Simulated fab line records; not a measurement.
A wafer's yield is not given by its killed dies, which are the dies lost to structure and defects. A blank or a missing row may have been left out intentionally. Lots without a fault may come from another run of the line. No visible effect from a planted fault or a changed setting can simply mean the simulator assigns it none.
Chamber matching :: flow n5-finfet :: rie-diel-04 running N5_GATE_CUT_STRIP_42: 4 sister chambers
The step strips in O2. 14 wafers are shown with their chamber, then 7 later ones without.

WAFERS, EACH WITH ITS CHAMBER
wafer: L080.2
chamber: 3
showerhead-plenum-p-Torr (Torr): 2.07
drypump-motor-current-A (A): 6.0
throttle-valve-pct (%): 16.95

wafer: L080.4
chamber: 0
showerhead-plenum-p-Torr (Torr): 1.95
drypump-motor-current-A (A): 6.4
throttle-valve-pct (%): 16.70

wafer: L080.5
chamber: 1
showerhead-plenum-p-Torr (Torr): 2.10
drypump-motor-current-A (A): 6.2
throttle-valve-pct (%): 16.44

wafer: L082.1
chamber: 2
showerhead-plenum-p-Torr (Torr): 2.18
drypump-motor-current-A (A): 5.5
throttle-valve-pct (%): 17.02

wafer: L082.2
chamber: 0
showerhead-plenum-p-Torr (Torr): 1.95
drypump-motor-current-A (A): 6.4
throttle-valve-pct (%): 16.70

wafer: L082.6
chamber: 0
showerhead-plenum-p-Torr (Torr): 1.95
drypump-motor-current-A (A): 6.4
throttle-valve-pct (%): 16.71

wafer: L087.1
chamber: 0
showerhead-plenum-p-Torr (Torr): 1.94
drypump-motor-current-A (A): 6.4
throttle-valve-pct (%): 16.73

wafer: L087.2
chamber: 1
showerhead-plenum-p-Torr (Torr): 2.10
drypump-motor-current-A (A): 6.2
throttle-valve-pct (%): 16.47

wafer: L087.3
chamber: 3
showerhead-plenum-p-Torr (Torr): 2.06
drypump-motor-current-A (A): 6.1
throttle-valve-pct (%): 16.52

wafer: L089.4
chamber: 0
showerhead-plenum-p-Torr (Torr): 1.94
drypump-motor-current-A (A): 6.3
throttle-valve-pct (%): 16.75

wafer: L089.5
chamber: 1
showerhead-plenum-p-Torr (Torr): 2.09
drypump-motor-current-A (A): 6.2
throttle-valve-pct (%): 16.45

wafer: L089.6
chamber: 3
showerhead-plenum-p-Torr (Torr): 2.06
drypump-motor-current-A (A): 6.0
throttle-valve-pct (%): 16.52

wafer: L092.1
chamber: 2
showerhead-plenum-p-Torr (Torr): 2.17
drypump-motor-current-A (A): 5.5
throttle-valve-pct (%): 16.63

wafer: L092.4
chamber: 1
showerhead-plenum-p-Torr (Torr): 2.09
drypump-motor-current-A (A): 6.2
throttle-valve-pct (%): 16.48

SIGNATURES (means of the wafers above)
reading: showerhead-plenum-p-Torr
chamber 0: 1.9460
chamber 1: 2.0950
chamber 2: 2.1750
chamber 3: 2.0633
scatter within a chamber: 0.0058

reading: drypump-motor-current-A
chamber 0: 6.380
chamber 1: 6.200
chamber 2: 5.500
chamber 3: 6.033
scatter within a chamber: 0.0383

reading: throttle-valve-pct
chamber 0: 16.7180
chamber 1: 16.4600
chamber 2: 16.8250
chamber 3: 16.6633
scatter within a chamber: 0.142
Rule: for a wafer and a chamber, the distance is found by dividing, reading by reading, the gap between the wafer's reading and the chamber's mean by the reading's scatter, squaring, summing and taking the root. If the next closest chamber is less than 2 further off than the closest, the wafer can't be placed; otherwise it belongs to the closest. The scatter: the root of (the sum of the squares of (reading less its chamber's mean) over the shown wafers, divided by (wafers less chambers)).

WAFERS MISSING THEIR CHAMBER
wafer: L092.5
showerhead-plenum-p-Torr (Torr): 2.06
drypump-motor-current-A (A): 6.0
throttle-valve-pct (%): 16.52

wafer: L097.2
showerhead-plenum-p-Torr (Torr): 2.09
drypump-motor-current-A (A): 6.2
throttle-valve-pct (%): 16.50

wafer: L097.3
showerhead-plenum-p-Torr (Torr): 2.06
drypump-motor-current-A (A): 6.1
throttle-valve-pct (%): 16.56

wafer: L097.5
showerhead-plenum-p-Torr (Torr): 2.17
drypump-motor-current-A (A): 5.5
throttle-valve-pct (%): 16.64

wafer: L096.3
showerhead-plenum-p-Torr (Torr): 2.06
drypump-motor-current-A (A): 6.0
throttle-valve-pct (%): 16.56

wafer: L096.4
showerhead-plenum-p-Torr (Torr): 1.94
drypump-motor-current-A (A): 6.3
throttle-valve-pct (%): 16.77

wafer: L096.6
showerhead-plenum-p-Torr (Torr): 2.09
drypump-motor-current-A (A): 6.2
throttle-valve-pct (%): 16.51

WHICH CHAMBER EACH WENT THROUGH
wafer: L092.5
from the rows above: 3
in truth: 3

wafer: L097.2
from the rows above: 1
in truth: 1

wafer: L097.3
from the rows above: 3
in truth: 3

wafer: L097.5
from the rows above: 2
in truth: 2

wafer: L096.3
from the rows above: 3
in truth: 3

wafer: L096.4
from the rows above: 0
in truth: 0

wafer: L096.6
from the rows above: 1
in truth: 1
7 of 7 placed correctly. Number that these rows cannot place: 0. 0 placed wrongly.
